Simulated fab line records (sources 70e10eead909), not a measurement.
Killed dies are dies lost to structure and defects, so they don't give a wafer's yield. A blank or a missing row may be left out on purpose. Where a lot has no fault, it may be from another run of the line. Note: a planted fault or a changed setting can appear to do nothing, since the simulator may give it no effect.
A struck lot beside a sound one | flow nandHarc | 14 steps out of a route of 1302
Sound: wafers L415.1, L415.4, L415.6. Wafers struck: L425.1, L425.3, L425.5. Last of all comes the cause.
At each step with rows: each side's tool, then ch and its chambers, then its first start. Under that, the readings that differ: sound wafers | struck wafers | difference of the means | sigmas: that difference in standard deviations of wafers without a fault.
alike: readings whose means differ by less than 2 such deviations, and words and numbers that are the same on both sides. not compared: withheld readings, readings that some wafer has no value for, bounds like >300 that may hide the same value, and numbers for which the record gives no deviation and whose values overlap.
Wherever a step has rows on one side only, a row that says differs or no value, or a row with sigmas, the two part there. When numbers do not overlap yet have no deviation, they are printed without sigmas and do not part them. A reading missing from all wafers of one side parts the sides only when that side holds two or more wafers.

NHARC_A_ONON_D1_THK_MEAS_30: measures by ellipsometry.
  struck on filmMetro-01, day 13 21:29; sound on filmMetro-02, day 9 07:57
  alike: thkNm
NHARC_A_ONON_D1_DEP_33: deposits SiO2, target thk 200 nm.
  sound on pecvd-03 ch 0,1, day 9 08:05; struck on pecvd-04 ch 0,1, day 13 21:33
  alike: heaterPowerW, susceptorTempC, throttleValvePct
NHARC_A_ONON_D1_THK_MEAS_34: measures by ellipsometry.
  struck on filmMetro-02, day 13 21:58; sound on filmMetro-01, day 9 08:25
reading    | sound             | struck            | difference | sigmas
thkNm (nm) | 200.6 204.0 203.3 | 197.4 196.1 196.3 | -6.0       | -2
NHARC_A_ONON_D1_INSPECT_32:
  struck on defectInspect-02, day 13 22:03; sound on defectInspect-02, day 9 08:30
  alike: rawDefectCount
NHARC_A_CHANNEL_HOLE_D1_DEP_00: deposits aC, target thk 3100 nm.
  sound on aclDep-02 ch 0, day 9 10:44; struck on aclDep-03 ch 0, day 14 02:28
reading            | sound                | struck               | difference | sigmas
susceptorTempC (C) | 400.01 400.38 400.11 | 399.81 399.66 399.66 | -0.46      | -2
  alike: throttleValvePct
NHARC_A_CHANNEL_HOLE_D1_DEP_01: deposits SiON, target thk 140 nm.
  sound on pecvd-02 ch 0,1, day 9 12:39; struck on pecvd-02 ch 0,1,2, day 14 04:26
  alike: heaterPowerW, susceptorTempC
then, 5 steps without rows for these wafers: NHARC_A_CHANNEL_HOLE_D1_DEHYDRATE_02 (time 120 s); NHARC_A_CHANNEL_HOLE_D1_HMDS_03 (time 30 s); NHARC_A_CHANNEL_HOLE_D1_COAT_36 (time 75 s); NHARC_A_CHANNEL_HOLE_D1_COAT_37 (time 65 s); NHARC_A_CHANNEL_HOLE_D1_COAT_04 (resist thk 90 nm).
NHARC_A_CHANNEL_HOLE_D1_SOFTBAKE_05: time 55 s.
  sound on lithoTrack-01 ch 0, day 9 12:00; struck on lithoTrack-01 ch 0, day 14 04:00
reading               | sound                | struck               | difference | sigmas
heaterPowerTotalW (W) | 188.27 188.29 188.36 | 199.20 199.03 198.92 | +10.74     | +72
plateTempC (C)        | 105.00 105.08 105.07 | 109.39 109.47 109.50 | +4.40      | +31
then, 2 steps without rows for these wafers: NHARC_A_CHANNEL_HOLE_D1_EBR_06; NHARC_END_SORT_01.

## WHERE THEY PART
Earliest at NHARC_A_ONON_D1_THK_MEAS_34; latest, in this record, at NHARC_A_CHANNEL_HOLE_D1_SOFTBAKE_05.

WHY: the cause the simulator had injected
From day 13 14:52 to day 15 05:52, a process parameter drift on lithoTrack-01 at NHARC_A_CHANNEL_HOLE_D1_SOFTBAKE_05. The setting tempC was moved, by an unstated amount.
